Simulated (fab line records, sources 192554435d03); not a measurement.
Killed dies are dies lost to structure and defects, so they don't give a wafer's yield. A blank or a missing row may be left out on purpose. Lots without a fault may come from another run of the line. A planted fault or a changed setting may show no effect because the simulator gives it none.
Problem report in the 8D (eight disciplines) form, filled by code | flow n5_finfet | the parts of the form that need people (team, actions taken, sign-off) are left out

1. THE PROBLEM
spin_speed_rpm at N5_BEOL_M5_COAT_74 reads a mean of 1610.1 rpm on 9 wafers of 3 lots; wafers without a fault read 1500.1 rpm with a standard deviation of 1. That is +99 or more standard deviations from the usual mean.
The step: time 60 s, resist thk 5 nm.
First seen on wafer L342.1, day 10 22:21, on litho_track-03. The record holds 15 wafers of 5 lots with a number at this step. Rule for "out", or "out of limits": more than 4 standard deviations from the usual mean. The other wafers with a number count as sound.

2. WHAT IT IS AND WHAT IT IS NOT
question                    | is                     | is not
which readings at this step | spin_speed_rpm         | -
which lots                  | L342, L343, L348       | L339, L355
which wafers of those lots  | all that have a number | -
read on which tools         | litho_track-03         | litho_track-01
when                        | from day 10 22:21      | up to then (3 sound wafers); but 3 sound wafers of L355 came after

3. SUSPECTS, AND WHAT RULES EACH OUT
Counting: a tool at a process step up to the reading stays a suspect if it ran every lot that is out and no sound lot after the first of them.
- litho_track-03 at N5_BEOL_M5_COAT_74 (time 60 s, resist thk 5 nm): kept. It ran every lot that is out, first L342 (day 10 22:21), and no sound lot after that; its last sound lot up to then is L339 (day 10 12:31). Its own readings are out on those wafers: spin_speed_rpm.
Left after counting: litho_track-03 at N5_BEOL_M5_COAT_74.

4. THE CAUSE (what the simulator had put in)
Process parameter drift: litho_track-03, from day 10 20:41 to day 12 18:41, at N5_BEOL_M5_COAT_74. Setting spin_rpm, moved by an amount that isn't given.
Counting left only this tool.

5. THE CHAIN OF EFFECTS, in route order
Each row: a reading whose mean over the struck wafers that have a number lies more than 3 standard deviations from the usual. Only readings for which the record gives a usual standard deviation are gone through. hours: the time from each lot's start at the first step in this table that gives one to its start at this step, as a median over the lots. sigmas: the change in usual standard deviations.
hours | step               | reading        | usual      | on struck wafers | change | sigmas
0     | N5_BEOL_M5_COAT_74 | spin_speed_rpm | 1500.1 rpm | 1610.1           | +110.0 | +99 or more
The process steps in it:
- N5_BEOL_M5_COAT_74: time 60 s, resist thk 5 nm.

6. WHAT WOULD HAVE CAUGHT IT SOONER
In this record the first reading out of limits was taken at day 10 22:21, 2 hours after the fault began at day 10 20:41.
